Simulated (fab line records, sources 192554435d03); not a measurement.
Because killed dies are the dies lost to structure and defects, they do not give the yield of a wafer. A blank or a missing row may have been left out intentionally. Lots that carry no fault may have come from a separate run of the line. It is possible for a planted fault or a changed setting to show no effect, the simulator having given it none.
Chamber matching -- flow n5_finfet -- N5_MOL_CONTACT_COAG_ETCH_15 on rie_diel-03: 4 sister chambers
The step etches SiNx in CH3F/O2, stops on Si:P, target depth 7 nm. 4 wafers are shown with their chamber, then 8 later ones without.

EACH WAFER AND ITS CHAMBER
wafer,chamber,drypump_motor_current_A (A)
L086.2,0,5.8
L091.2,1,6.3
L091.6,3,5.4
L093.1,2,5.4

WAFERS WHOSE CHAMBER IS MISSING
wafer,drypump_motor_current_A (A)
L093.3,6.3
L093.4,5.4
L094.2,6.3
L094.3,5.4
L094.5,5.3
L096.4,5.4
L096.5,5.4
L096.6,5.8

THE CHAMBER EACH PASSED THROUGH
wafer,from the rows above,in truth
L093.3,1,1
L093.4,can't be placed: 2 or 3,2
L094.2,1,1
L094.3,can't be placed: 2 or 3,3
L094.5,can't be placed: 2 or 3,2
L096.4,can't be placed: 2 or 3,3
L096.5,can't be placed: 2 or 3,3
L096.6,0,0
Placed correctly: 3 of 8. From these rows, 5 cannot be placed; in 5 the true chamber is one of the candidates. Wrongly placed: 0.
How it was worked out, from the rows above alone: a wafer's distance from a chamber is the root of the sum, over the readings, of the square of ((its reading less the chamber's mean) divided by the reading's scatter). If the next closest chamber is less than 2 further off than the closest, the wafer can't be placed; otherwise it belongs to the closest. The mean given for a chamber averages the wafers shown for that chamber. The scatter: with one shown wafer a chamber, the root of the mean of the squares of how far each hidden wafer lies from its nearest shown one.
